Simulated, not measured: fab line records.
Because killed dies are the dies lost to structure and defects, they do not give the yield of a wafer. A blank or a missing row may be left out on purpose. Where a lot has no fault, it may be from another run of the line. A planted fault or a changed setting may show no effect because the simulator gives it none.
Which of the tools did it? / flow n5Finfet / 9 lots, 26 wafers sampled, at 2 steps of a route of 1938

## WHAT EACH GAUGE READ, for each wafer
N5_BEOL_M4_RC_MEAS_101. Usual: DIBL_N 35.9 mV/V, standard deviation 1.8; DIBL_P 36.2 mV/V, standard deviation 2; IOFF_N 0.16 nA/um, standard deviation 0.031; IOFF_P 0.22 nA/um, standard deviation 0.041; ION_N 676 uA/um, standard deviation 11; ION_P 465 uA/um, standard deviation 8.5; SS_N 71.4 mV/dec, standard deviation 0.64; SS_P 73.2 mV/dec, standard deviation 0.7; VT_N 250 mV, standard deviation 3.5; VT_P -250 mV, standard deviation 3.9.
lot=L304; measured=day 8 04:23; on=prober-01; DIBL_N (mV/V)=35.4 36.9 35.3; DIBL_P (mV/V)=35.3 37.8 34.9; IOFF_N (nA/um)=0.13 0.17 0.14; IOFF_P (nA/um)=0.22 0.29 0.23; ION_N (uA/um)=672 694 674; ION_P (uA/um)=466 484 476; SS_N (mV/dec)=71.4 71.1 70.7; SS_P (mV/dec)=72.4 73.3 73.0; VT_N (mV)=255 249 252; VT_P (mV)=-249 -244 -246; flag=
lot=L305; measured=day 8 04:22; on=prober-02; DIBL_N (mV/V)=35.3 34.0 35.9; DIBL_P (mV/V)=37.7 35.3 37.8; IOFF_N (nA/um)=0.15 0.13 0.16; IOFF_P (nA/um)=0.21 0.18 0.22; ION_N (uA/um)=681 657 688; ION_P (uA/um)=472 456 467; SS_N (mV/dec)=70.8 70.9 70.8; SS_P (mV/dec)=73.5 73.1 73.5; VT_N (mV)=250 253 251; VT_P (mV)=-250 -252 -249; flag=
lot=L306; measured=day 8 14:21; on=prober-02; DIBL_N (mV/V)=36.6 33.5 35.1; DIBL_P (mV/V)=35.9 32.5 35.4; IOFF_N (nA/um)=0.17 0.11 0.15; IOFF_P (nA/um)=0.19 0.15 0.18; ION_N (uA/um)=673 657 676; ION_P (uA/um)=449 450 457; SS_N (mV/dec)=71.5 70.8 71.1; SS_P (mV/dec)=73.4 71.8 72.0; VT_N (mV)=250 252 250; VT_P (mV)=-251 -254 -251; flag=
lot=L307; measured=day 8 21:01; on=prober-02; DIBL_N (mV/V)=32.6 29.3 34.5; DIBL_P (mV/V)=34.6 29.7 34.9; IOFF_N (nA/um)=0.12 0.08 0.14; IOFF_P (nA/um)=0.18 0.12 0.18; ION_N (uA/um)=668 652 655; ION_P (uA/um)=462 450 451; SS_N (mV/dec)=70.5 70.0 71.0; SS_P (mV/dec)=72.7 71.0 71.9; VT_N (mV)=254 260 252; VT_P (mV)=-248 -254 -251; flag=
lot=L308; measured=day 9 03:10; on=prober-01; DIBL_N (mV/V)=36.8 36.2 34.8; DIBL_P (mV/V)=36.1 35.4 34.8; IOFF_N (nA/um)=0.18 0.15 0.15; IOFF_P (nA/um)=0.25 0.24 0.23; ION_N (uA/um)=681 673 678; ION_P (uA/um)=471 474 472; SS_N (mV/dec)=72.3 71.4 71.2; SS_P (mV/dec)=73.8 74.1 73.0; VT_N (mV)=249 250 249; VT_P (mV)=-244 -245 -247; flag=
lot=L311; measured=day 9 22:11; on=prober-01; DIBL_N (mV/V)=34.1 36.5 36.3; DIBL_P (mV/V)=32.5 35.7 35.0; IOFF_N (nA/um)=0.12 0.17 0.16; IOFF_P (nA/um)=0.19 0.24 0.22; ION_N (uA/um)=672 682 675; ION_P (uA/um)=468 464 459; SS_N (mV/dec)=71.3 71.4 71.6; SS_P (mV/dec)=72.5 73.8 72.7; VT_N (mV)=253 247 249; VT_P (mV)=-250 -247 -247; flag=
lot=L313; measured=day 10 02:59; on=prober-01; DIBL_N (mV/V)=36.3 36.3 36.5; DIBL_P (mV/V)=36.6 36.9 36.9; IOFF_N (nA/um)=0.16 0.16 0.16; IOFF_P (nA/um)=0.25 0.26 0.25; ION_N (uA/um)=678 673 688; ION_P (uA/um)=470 465 477; SS_N (mV/dec)=70.6 71.3 71.2; SS_P (mV/dec)=73.6 72.8 72.9; VT_N (mV)=247 249 249; VT_P (mV)=-242 -245 -246; flag=
lot=L315; measured=day 11 02:14; on=prober-01; DIBL_N (mV/V)=36.9 35.8 37.7; DIBL_P (mV/V)=35.8 34.5 36.8; IOFF_N (nA/um)=0.16 0.14 0.17; IOFF_P (nA/um)=0.21 0.19 0.23; ION_N (uA/um)=675 665 680; ION_P (uA/um)=461 453 463; SS_N (mV/dec)=72.6 71.9 71.8; SS_P (mV/dec)=73.1 73.6 73.5; VT_N (mV)=249 251 249; VT_P (mV)=-250 -252 -247; flag=
lot=L325; measured=day 13 15:25; on=prober-01; DIBL_N (mV/V)=34.7 34.8; DIBL_P (mV/V)=33.7 33.1; IOFF_N (nA/um)=0.14 0.15; IOFF_P (nA/um)=0.20 0.19; ION_N (uA/um)=668 661; ION_P (uA/um)=466 457; SS_N (mV/dec)=71.2 71.2; SS_P (mV/dec)=72.9 71.8; VT_N (mV)=249 250; VT_P (mV)=-251 -250; flag=

## WHAT TOOL EACH LOT RAN ON (gives the tool, then ch and the chambers of the sampled wafers, and finally the start)
lot=L304; N5_MOL_CONTACT_COAG_ETCH_106=rieDiel-05 ch 1,3, day 4 18:05
lot=L305; N5_MOL_CONTACT_COAG_ETCH_106=rieDiel-05 ch 0,1,2, day 4 19:29
lot=L306; N5_MOL_CONTACT_COAG_ETCH_106=rieDiel-05 ch 0,1,3, day 5 02:29
lot=L307; N5_MOL_CONTACT_COAG_ETCH_106=rieDiel-05 ch 1,2, day 5 08:18
lot=L308; N5_MOL_CONTACT_COAG_ETCH_106=rieDiel-03 ch 1,3, day 5 17:10
lot=L311; N5_MOL_CONTACT_COAG_ETCH_106=rieDiel-05 ch 2,3, day 6 11:56
lot=L313; N5_MOL_CONTACT_COAG_ETCH_106=rieDiel-05 ch 2,3, day 7 00:31
lot=L315; N5_MOL_CONTACT_COAG_ETCH_106=rieDiel-02 ch 1,2,3, day 7 13:29
lot=L325; N5_MOL_CONTACT_COAG_ETCH_106=rieDiel-05 ch 2,3, day 10 02:09
- N5_MOL_CONTACT_COAG_ETCH_106: etches SOC in N2/H2, target depth 80 nm, overetch 16 nm, time 120 s.

## AS READ BY THE TOOLS THEMSELVES (means over the sampled wafers that have a number; for cases with no such wafer, the mark the record gives instead)
N5_MOL_CONTACT_COAG_ETCH_106. Usual: drypumpMotorCurrentA 5.8 A, standard deviation 0.45; oesProductAu 0.66 a.u., standard deviation 0.063; rfVppV 524.2 V, standard deviation 2.3; showerheadPlenumPTorr 2.55 Torr, standard deviation 0.08; throttleValvePct 17.84 %, standard deviation 0.23.
lot=L304; tool=rieDiel-05; drypumpMotorCurrentA (A)=5.6; oesProductAu (a.u.)=0.65; rfVppV (V)=527.3; showerheadPlenumPTorr (Torr)=2.64; throttleValvePct (%)=18.04; flag=
lot=L305; tool=rieDiel-05; drypumpMotorCurrentA (A)=5.5; oesProductAu (a.u.)=0.64; rfVppV (V)=525.3; showerheadPlenumPTorr (Torr)=2.58; throttleValvePct (%)=17.79; flag=
lot=L306; tool=rieDiel-05; drypumpMotorCurrentA (A)=5.8; oesProductAu (a.u.)=0.65; rfVppV (V)=527.1; showerheadPlenumPTorr (Torr)=2.63; throttleValvePct (%)=17.95; flag=
lot=L307; tool=rieDiel-05; drypumpMotorCurrentA (A)=5.4; oesProductAu (a.u.)=0.63; rfVppV (V)=523.4; showerheadPlenumPTorr (Torr)=2.54; throttleValvePct (%)=17.84; flag=
lot=L308; tool=rieDiel-03; drypumpMotorCurrentA (A)=6.2; oesProductAu (a.u.)=0.69; rfVppV (V)=524.6; showerheadPlenumPTorr (Torr)=2.55; throttleValvePct (%)=17.67; flag=
lot=L311; tool=rieDiel-05; drypumpMotorCurrentA (A)=6.2; oesProductAu (a.u.)=0.72; rfVppV (V)=525.1; showerheadPlenumPTorr (Torr)=2.60; throttleValvePct (%)=17.94; flag=
lot=L313; tool=rieDiel-05; drypumpMotorCurrentA (A)=5.8; oesProductAu (a.u.)=0.78; rfVppV (V)=523.9; showerheadPlenumPTorr (Torr)=2.54; throttleValvePct (%)=17.65; flag=
lot=L315; tool=rieDiel-02; drypumpMotorCurrentA (A)=5.7; oesProductAu (a.u.)=0.69; rfVppV (V)=524.1; showerheadPlenumPTorr (Torr)=2.54; throttleValvePct (%)=17.88; flag=
lot=L325; tool=rieDiel-05; drypumpMotorCurrentA (A)=6.0; oesProductAu (a.u.)=0.69; rfVppV (V)=524.3; showerheadPlenumPTorr (Torr)=2.55; throttleValvePct (%)=17.84; flag=

## THE ANSWER, worked out from the rows above alone
Rule: a lot is off if the mean of its wafers that have a number lies more than 3 standard deviations from the usual mean. A lot without any number at a reading at which 4 lots or more have one is off too. Where the step has rows for the other lots, those lots are counted as sound. After the gauges, taken in route order, come the tools' own readings; for these a lot's mean is taken, as printed above. At the first step where some lot is off, the reading lying furthest off is the one used; lots without a number count as furthest.
No lot is off on any of the readings shown, so nothing can be concluded from this.

## WHAT THE SIMULATOR HAD INSERTED
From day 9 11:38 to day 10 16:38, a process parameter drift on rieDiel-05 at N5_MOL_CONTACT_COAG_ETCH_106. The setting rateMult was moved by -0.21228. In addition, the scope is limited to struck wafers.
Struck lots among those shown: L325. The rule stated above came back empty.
